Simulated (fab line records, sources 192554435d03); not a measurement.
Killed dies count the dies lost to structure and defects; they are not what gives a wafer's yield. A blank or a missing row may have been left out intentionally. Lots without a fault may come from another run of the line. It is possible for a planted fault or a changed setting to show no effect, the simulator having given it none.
Which tool was responsible? / flow n5 finfet / 28 wafers from 10 lots sampled at 3 of the route's 1938 steps

WHAT EACH GAUGE READ, for each wafer
N5_BEOL_M15_THK_MEAS_50: measures by xrf.
lot=L894; measured=day 12 16:07; on=film metro-01; M15_THK (nm)=806 858
lot=L898; measured=day 12 22:56; on=film metro-02; M15_THK (nm)=836 815
lot=L899; measured=day 13 16:42; on=film metro-02; M15_THK (nm)=1810 1835 1817
lot=L900; measured=day 13 22:37; on=film metro-01; M15_THK (nm)=1855 1842 1878
lot=L901; measured=day 14 04:46; on=film metro-02; M15_THK (nm)=1848 1844 1868
lot=L907; measured=day 15 00:32; on=film metro-01; M15_THK (nm)=835 862 839
lot=L913; measured=day 17 00:47; on=film metro-01; M15_THK (nm)=829 867 856
lot=L911; measured=day 16 18:05; on=film metro-02; M15_THK (nm)=859 822 815
lot=L912; measured=day 17 07:07; on=film metro-01; M15_THK (nm)=837 869 832
lot=L915; measured=day 17 07:24; on=film metro-02; M15_THK (nm)=811 806 816

WHICH TOOL RAN EACH LOT (tool, then ch and the chambers of the sampled wafers, then the start)
lot=L894; N5_BEOL_M15_SPUTTER_43=pvd sputter-02, day 12 15:00; N5_BEOL_M15_CMP_49=cmp-03 ch 2,3, day 12 15:56
lot=L898; N5_BEOL_M15_SPUTTER_43=pvd sputter-01, day 12 21:34; N5_BEOL_M15_CMP_49=cmp-04 ch 1,2, day 12 22:38
lot=L899; N5_BEOL_M15_SPUTTER_43=pvd sputter-02, day 13 15:35; N5_BEOL_M15_CMP_49=cmp-04 ch 0,1,3, day 13 16:26
lot=L900; N5_BEOL_M15_SPUTTER_43=pvd sputter-02, day 13 21:28; N5_BEOL_M15_CMP_49=cmp-03 ch 0,1,2, day 13 22:23
lot=L901; N5_BEOL_M15_SPUTTER_43=pvd sputter-01, day 14 02:58; N5_BEOL_M15_CMP_49=cmp-04 ch 2,3, day 14 04:28
lot=L907; N5_BEOL_M15_SPUTTER_43=pvd sputter-03, day 14 23:26; N5_BEOL_M15_CMP_49=cmp-04 ch 0,1,3, day 15 00:17
lot=L913; N5_BEOL_M15_SPUTTER_43=pvd sputter-01, day 16 23:35; N5_BEOL_M15_CMP_49=cmp-04 ch 0,2,3, day 17 00:32
lot=L911; N5_BEOL_M15_SPUTTER_43=pvd sputter-02, day 16 16:49; N5_BEOL_M15_CMP_49=cmp-04 ch 0,1,2, day 16 17:50
lot=L912; N5_BEOL_M15_SPUTTER_43=pvd sputter-03, day 17 06:01; N5_BEOL_M15_CMP_49=cmp-04 ch 1,3, day 17 06:50
lot=L915; N5_BEOL_M15_SPUTTER_43=pvd sputter-01, day 17 06:17; N5_BEOL_M15_CMP_49=cmp-03 ch 0,1,2, day 17 07:07
- N5_BEOL_M15_SPUTTER_43: material TaN, target thk 15 nm, time 24.19 s.
- N5_BEOL_M15_CMP_49: polishes, stops on SiO2, t overpolish 4.9 s, target thk 850 nm.

THE ANSWER, worked out from the rows above alone
Rule: what is usual is taken from the lots themselves. Put in order of their means at a reading, lots are off if they are a third of the lots or fewer, leave a main group of 4 or more, and stand apart from it by a gap of 3 or more times the standard deviation of the main group's means; of several such gaps the widest counts. A main group is skipped when, at the precision printed for the reading in the tables above, its means are all equal. Also off: a lot with no number at a reading for which 4 or more lots have one. The other lots that the step has rows for count as sound.
Off: L899, L900, L901, seen at N5_BEOL_M15_THK_MEAS_50 (M15_THK). The main group has a mean of 835 nm with a standard deviation of 13.
If a tool, at a process step before that reading, ran all the lots that are off and no sound lot after the first of them, it fits. The gauges at N5_BEOL_M15_THK_MEAS_50 are tried like those tools. Not one of the candidates tried fits.

WHAT THE SIMULATOR PUT IN
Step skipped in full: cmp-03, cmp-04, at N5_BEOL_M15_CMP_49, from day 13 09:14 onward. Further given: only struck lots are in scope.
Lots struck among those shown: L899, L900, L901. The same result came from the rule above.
